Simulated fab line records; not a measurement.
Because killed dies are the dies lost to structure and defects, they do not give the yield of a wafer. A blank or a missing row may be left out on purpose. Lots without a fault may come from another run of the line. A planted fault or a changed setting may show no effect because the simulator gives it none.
Which tool is to blame?	flow n5_finfet	Sampling: 24 lots, 72 wafers, 6 of 1938 route steps

WHAT THE GAUGES READ, wafer by wafer
N5_MOL_CONTACT_COAG_INSPECT_97: inspects for defects (darkfield). Usual: raw_defect_count reads 42 (standard deviation 15).
lot	measured	on	raw_defect_count	flag
L075	day 5 17:53	defect_inspect-01	27 29 38	
L076	day 5 21:34	defect_inspect-02	55 35 63	
L077	day 6 07:38	defect_inspect-01	42 30 37	
L074	day 6 10:37	defect_inspect-02	53 54 90	
L078	day 6 13:41	defect_inspect-01	42 56 39	
L079	day 6 13:37	defect_inspect-02	32 52 48	
L080	day 6 19:52	defect_inspect-02	68 26 58	
L081	day 7 01:39	defect_inspect-02	58 49 44	
L082	day 7 15:09	defect_inspect-01	36 40 36	
L083	day 7 22:33	defect_inspect-01	34 34 31	
L084	day 8 01:33	defect_inspect-01	37 34 51	
L085	day 8 07:49	defect_inspect-01	31 53 49	
L086	day 8 15:47	defect_inspect-02	35 28 39	
L087	day 8 19:30	defect_inspect-02	42 51 36	
L088	day 8 23:40	defect_inspect-02	26 44 29	
L089	day 9 03:20	defect_inspect-02	33 29 27	
L090	day 9 13:04	defect_inspect-02	16 26 21	
L091	day 9 16:04	defect_inspect-02	15 42 41	
L092	day 9 19:49	defect_inspect-01	40 44 34	
L093	day 10 02:26	defect_inspect-02	40 44 28	
L094	day 10 07:52	defect_inspect-02	34 48 33	
L095	day 10 19:22	defect_inspect-02	33 27 27	
L096	day 10 22:22	defect_inspect-01	51 46 65	
L097	day 11 04:29	defect_inspect-02	45 30 90	

N5_BEOL_M0_SAQP_OVL_MEAS_15. Usual: M0_CORE_OVL typically reads 0.2 nm, with standard deviation 0.72.
lot	measured	on	M0_CORE_OVL (nm)	flag
L075	day 5 21:04	overlay-01	-0.1 -0.3 0.2	
L076	day 6 00:14	overlay-01	-0.1 1.4 0.5	
L077	day 6 08:50	overlay-02	0.1 -0.9 1.0	
L074	day 6 12:44	overlay-02	-0.4 0.0 -0.5	
L078	day 6 14:53	overlay-02	0.8 1.1 1.3	
L079	day 6 15:02	overlay-02	-0.5 1.1 -0.7	
L080	day 6 21:58	overlay-02	-1.3 -0.7 -0.4	
L081	day 7 04:35	overlay-02	0.0 1.0 0.8	
L082	day 7 16:26	overlay-02	-0.3 -0.4 -0.9	
L083	day 8 02:10	overlay-01	-0.6 -0.2 -1.0	
L084	day 8 03:22	overlay-01	0.7 0.1 0.5	
L085	day 8 09:49	overlay-02	0.4 0.1 -0.3	
L086	day 8 17:49	overlay-02	0.6 -0.4 0.3	
L087	day 8 23:46	overlay-01	-0.1 -0.5 0.5	
L088	day 9 01:58	overlay-02	-0.4 -1.8 -1.0	
L089	day 9 06:27	overlay-01	0.4 -0.1 -0.2	
L090	day 9 14:19	overlay-01	-1.1 -0.7 -0.2	
L091	day 9 18:23	overlay-01	1.4 1.0 1.5	
L092	day 9 22:08	overlay-01	0.2 -0.1 0.2	
L093	day 10 05:04	overlay-01	1.6 0.8 0.6	
L094	day 10 09:07	overlay-02	0.8 0.6 -0.1	
L095	day 10 21:49	overlay-01	1.2 0.3 1.7	
L096	day 11 00:10	overlay-02	-0.1 0.2 0.7	
L097	day 11 05:50	overlay-01	-0.2 0.1 0.6	

EACH LOT AND THE TOOL THAT RAN IT (in order: tool; ch and the chambers of the sampled wafers; start)
lot	N5_GATE_CUT_CMP_61	N5_MOL_CONTACT_COAG_ALD_20	N5_MOL_CONTACT_COAG_ALD_27	N5_MOL_CONTACT_COAG_ETCH_124
L075	cmp-04 ch 1,2, day 4 21:22	ald_metal-03 ch 0,1, day 5 01:57	ald_sin-02 ch 0,3, day 5 06:45	rie_diel-03 ch 1,2, day 5 13:32
L076	cmp-03 ch 0,2, day 5 03:08	ald_metal-03 ch 0,1,2, day 5 05:25	ald_sin-02 ch 0,1,3, day 5 10:55	rie_diel-06 ch 0,2,3, day 5 17:24
L077	cmp-04 ch 0,3, day 5 13:43	ald_metal-02 ch 0,1,2, day 5 15:37	ald_sin-03 ch 0,2,3, day 5 21:16	rie_diel-05 ch 0,2, day 6 03:29
L074	cmp-04 ch 0,1,3, day 5 15:14	ald_metal-03 ch 0,2,3, day 5 16:48	ald_sin-01 ch 0,1,2, day 5 23:03	rie_diel-06 ch 1,2, day 6 05:14
L078	cmp-01 ch 1,2,3, day 5 17:56	ald_metal-03 ch 1,2, day 5 20:13	ald_sin-03 ch 1,2,3, day 6 00:39	rie_diel-06 ch 0,1, day 6 06:32
L079	cmp-01 ch 0,2,3, day 5 21:15	ald_metal-03 ch 1,3, day 5 23:19	ald_sin-03 ch 1,2, day 6 03:39	rie_diel-05 ch 1,3, day 6 08:52
L080	cmp-04 ch 1,2,3, day 6 04:19	ald_metal-01 ch 2,3, day 6 06:13	ald_sin-01 ch 2,3, day 6 11:01	rie_diel-05 ch 0,2,3, day 6 15:43
L081	cmp-03 ch 0,3, day 6 10:47	ald_metal-03 ch 0,1,3, day 6 12:37	ald_sin-03 ch 1,3, day 6 16:43	rie_diel-06 ch 1,2,3, day 6 21:28
L082	cmp-04 ch 1,2,3, day 6 21:48	ald_metal-03 ch 1,3, day 7 00:17	ald_sin-02 ch 0,3, day 7 04:59	rie_diel-05 ch 1,2, day 7 10:59
L083	cmp-01 ch 0,1,3, day 7 03:17	ald_metal-03 ch 0,1,3, day 7 05:41	ald_sin-03 ch 0,1,2, day 7 13:10	rie_diel-05 ch 1,2,3, day 7 18:25
L084	cmp-04 ch 1,2,3, day 7 07:53	ald_metal-03 ch 1,2,3, day 7 10:06	ald_sin-02 ch 0,1,2, day 7 16:02	rie_diel-05 ch 0,1,2, day 7 21:16
L085	cmp-03 ch 1,3, day 7 13:47	ald_metal-03 ch 1,2, day 7 15:32	ald_sin-02 ch 0,2,3, day 7 22:20	rie_diel-03 ch 1,2, day 8 03:31
L086	cmp-04 ch 0,1,2, day 7 22:23	ald_metal-03 ch 2,3, day 8 00:18	ald_sin-02 ch 0,2,3, day 8 06:16	rie_diel-05 ch 1,2,3, day 8 11:35
L087	cmp-01 ch 0,3, day 8 03:26	ald_metal-03 ch 0,1, day 8 05:31	ald_sin-01 ch 1,2, day 8 10:08	rie_diel-05 ch 0,1, day 8 15:14
L088	cmp-01 ch 0,2,3, day 8 07:11	ald_metal-03 ch 0,1,2, day 8 09:03	ald_sin-03 ch 0,3, day 8 13:20	rie_diel-05 ch 2,3, day 8 19:26
L089	cmp-04 ch 2,3, day 8 10:13	ald_metal-03 ch 0,2, day 8 12:05	ald_sin-01 ch 1,2,3, day 8 17:54	rie_diel-03 ch 0,1, day 8 23:11
L090	cmp-01 ch 0,1,3, day 8 18:34	ald_metal-03 ch 0,1,2, day 8 22:49	ald_sin-02 ch 0,1,3, day 9 03:55	rie_diel-05 ch 1,2, day 9 08:54
L091	cmp-04 ch 0,2,3, day 9 00:03	ald_metal-03 ch 0,1, day 9 01:40	ald_sin-02 ch 1,3, day 9 06:55	rie_diel-06 ch 1,2,3, day 9 11:39
L092	cmp-01 ch 1,3, day 9 02:50	ald_metal-02 ch 1,2,3, day 9 05:14	ald_sin-03 ch 0,2, day 9 10:52	rie_diel-03 ch 0,1,2, day 9 15:40
L093	cmp-01 ch 2,3, day 9 09:57	ald_metal-02 ch 0,2,3, day 9 11:42	ald_sin-03 ch 0,3, day 9 16:07	rie_diel-03 ch 0,2, day 9 22:17
L094	cmp-04 ch 0,1, day 9 15:22	ald_metal-01 ch 0,1, day 9 17:26	ald_sin-03 ch 0,3, day 9 22:13	rie_diel-05 ch 0,3, day 10 03:29
L095	cmp-04 ch 0,2, day 9 22:38	ald_metal-02 ch 0,2, day 10 01:37	ald_sin-01 ch 1,2,3, day 10 08:38	rie_diel-03 ch 0,3, day 10 15:13
L096	cmp-04 ch 0,2, day 10 02:34	ald_metal-01 ch 1,3, day 10 04:40	ald_sin-02 ch 0,1, day 10 11:26	rie_diel-03 ch 0,2,3, day 10 17:24
L097	cmp-03 ch 1,2, day 10 09:10	ald_metal-01 ch 0,2, day 10 13:40	ald_sin-03 ch 0,1,2, day 10 19:24	rie_diel-05 ch 1,3, day 11 00:20
- N5_GATE_CUT_CMP_61: polishes, stops on SiNx, t overpolish 3 s.
- N5_MOL_CONTACT_COAG_ALD_20: deposits TiN, target thk 1.5 nm, pulse time 1 s, purge time 3 s.
- N5_MOL_CONTACT_COAG_ALD_27: deposits SiOC, target thk 17 nm, pulse time 1.5 s, time 2720 s.
- N5_MOL_CONTACT_COAG_ETCH_124: etches SiNx in CH3F/O2, stops on SiOC, target depth 6.5 nm.

AS READ BY THE TOOLS THEMSELVES (means over the sampled wafers that have a number; for cases with no such wafer, the mark the record gives instead)
N5_GATE_CUT_CMP_61. Usual: motor_current_A reads 12.3 A (standard deviation 1.2).
lot	tool	motor_current_A (A)	flag
L075	cmp-04	11.6	
L076	cmp-03	12.9	
L077	cmp-04	12.6	
L074	cmp-04	12.8	
L078	cmp-01	12.2	
L079	cmp-01	12.6	
L080	cmp-04	12.6	
L081	cmp-03	12.0	
L082	cmp-04	12.4	
L083	cmp-01	12.5	
L084	cmp-04	12.5	
L085	cmp-03	10.8	
L086	cmp-04	11.5	
L087	cmp-01	12.3	
L088	cmp-01	12.7	
L089	cmp-04	13.2	
L090	cmp-01	12.3	
L091	cmp-04	11.9	
L092	cmp-01	11.9	
L093	cmp-01	13.5	
L094	cmp-04	12.2	
L095	cmp-04	11.0	
L096	cmp-04	11.2	
L097	cmp-03	12.1	

N5_MOL_CONTACT_COAG_ALD_20. Usual: heater_power_outer_w 532 W, standard deviation 65; heater_power_w 886 W, standard deviation 100; precursor_pulse_height_rel 0.999, standard deviation 0.022.
lot	tool	heater_power_outer_w (W)	heater_power_w (W)	precursor_pulse_height_rel	flag
L075	ald_metal-03	478	831	0.999	
L076	ald_metal-03	518	861	1.005	
L077	ald_metal-02	522	889	1.003	
L074	ald_metal-03	552	944	1.002	
L078	ald_metal-03	512	845	0.994	
L079	ald_metal-03	524	856	0.986	
L080	ald_metal-01	626	968	1.021	
L081	ald_metal-03	520	888	0.995	
L082	ald_metal-03	483	810	0.981	
L083	ald_metal-03	517	881	0.994	
L084	ald_metal-03	519	856	0.972	
L085	ald_metal-03	476	794	1.006	
L086	ald_metal-03	555	894	0.997	
L087	ald_metal-03	470	825	1.008	
L088	ald_metal-03	514	866	0.992	
L089	ald_metal-03	546	900	0.995	
L090	ald_metal-03	509	876	1.011	
L091	ald_metal-03	525	915	1.012	
L092	ald_metal-02	493	831	1.030	
L093	ald_metal-02	537	927	0.978	
L094	ald_metal-01	608	988	0.982	
L095	ald_metal-02	559	958	1.019	
L096	ald_metal-01	566	900	1.012	
L097	ald_metal-01	646	1027	0.991	

N5_MOL_CONTACT_COAG_ALD_27. Usual: heater_power_outer_w 531 W, standard deviation 67; heater_power_w 863 W, standard deviation 97; precursor_pulse_height_rel 1.001, standard deviation 0.02.
lot	tool	heater_power_outer_w (W)	heater_power_w (W)	precursor_pulse_height_rel	flag
L075	ald_sin-02	538	849	0.991	
L076	ald_sin-02	521	830	1.011	
L077	ald_sin-03	569	907	0.986	
L074	ald_sin-01	521	873	1.005	
L078	ald_sin-03	542	880	1.009	
L079	ald_sin-03	514	865	0.995	
L080	ald_sin-01	589	1009	1.008	
L081	ald_sin-03	561	888	0.994	
L082	ald_sin-02	536	866	0.988	
L083	ald_sin-03	507	838	0.998	
L084	ald_sin-02	506	838	1.005	
L085	ald_sin-02	529	851	0.997	
L086	ald_sin-02	517	843	1.018	
L087	ald_sin-01	597	939	1.018	
L088	ald_sin-03	544	887	1.019	
L089	ald_sin-01	564	945	1.009	
L090	ald_sin-02	542	852	0.998	
L091	ald_sin-02	548	887	0.990	
L092	ald_sin-03	519	867	0.995	
L093	ald_sin-03	587	912	1.007	
L094	ald_sin-03	550	863	1.000	
L095	ald_sin-01	561	920	0.991	
L096	ald_sin-02	499	809	1.010	
L097	ald_sin-03	500	833	1.004	

N5_MOL_CONTACT_COAG_ETCH_124. Usual: CH3F_flow_sccm 29.99 sccm, standard deviation 0.083; drypump_motor_current_A 5.5 A, standard deviation 0.52; oes_product_au 0.70 a.u., standard deviation 0.082; rf_vpp_V 296 V, standard deviation 7.5; showerhead_plenum_p_Torr 1.99 Torr, standard deviation 0.049; throttle_valve_pct 16.34 %, standard deviation 0.23.
lot	tool	CH3F_flow_sccm (sccm)	drypump_motor_current_A (A)	oes_product_au (a.u.)	rf_vpp_V (V)	showerhead_plenum_p_Torr (Torr)	throttle_valve_pct (%)	flag
L075	rie_diel-03	29.93	5.9	0.66	299	1.98	16.38	
L076	rie_diel-06	29.89	4.9	0.67	291	2.04	16.40	
L077	rie_diel-05	30.08	5.2	0.69	286	1.93	16.39	
L074	rie_diel-06	29.98	5.5	0.59	292	1.97	16.65	
L078	rie_diel-06	29.98	5.5	0.73	290	2.04	16.22	
L079	rie_diel-05	29.93	5.8	0.67	299	2.01	16.35	
L080	rie_diel-05	29.97	5.6	0.67	291	1.96	16.42	
L081	rie_diel-06	30.04	5.1	0.59	293	2.01	16.65	
L082	rie_diel-05	30.02	5.0	0.71	299	1.99	16.20	
L083	rie_diel-05	29.90	5.3	0.67	295	1.98	16.35	
L084	rie_diel-05	29.99	5.3	0.71	294	1.97	16.31	
L085	rie_diel-03	29.99	5.8	0.78	302	2.01	16.06	
L086	rie_diel-05	29.96	5.3	0.66	294	1.97	16.36	
L087	rie_diel-05	29.96	5.6	0.74	299	1.98	16.30	
L088	rie_diel-05	29.92	5.2	0.62	288	1.93	16.47	
L089	rie_diel-03	30.01	6.0	0.80	299	1.96	16.19	
L090	rie_diel-05	29.94	5.0	0.69	299	1.99	16.23	
L091	rie_diel-06	30.05	5.1	0.66	293	2.00	16.55	
L092	rie_diel-03	29.94	6.0	0.78	301	1.98	16.18	
L093	rie_diel-03	29.91	6.0	0.77	305	2.01	16.18	
L094	rie_diel-05	29.93	6.0	0.65	296	1.97	16.48	
L095	rie_diel-03	30.08	5.8	0.81	303	2.01	16.20	
L096	rie_diel-03	29.98	5.9	0.78	304	2.01	16.21	
L097	rie_diel-05	30.04	5.4	0.67	303	2.00	16.30	

THE ANSWER, worked out from the rows above alone
Rule: lot off if the mean of its wafers having a number is beyond 3 standard deviations from the usual mean. A lot without any number at a reading at which 4 lots or more have one is off too. Any other lot the step has rows for is counted as sound. First the gauges in route order, then the tools' own readings, where a lot's mean is used as printed above. At the first step where some lot is off, the reading lying furthest off is the one used; lots without a number count as furthest.
No lot is off at any reading shown: from this, nothing can be told.

WHAT WAS PUT IN BY THE SIMULATOR
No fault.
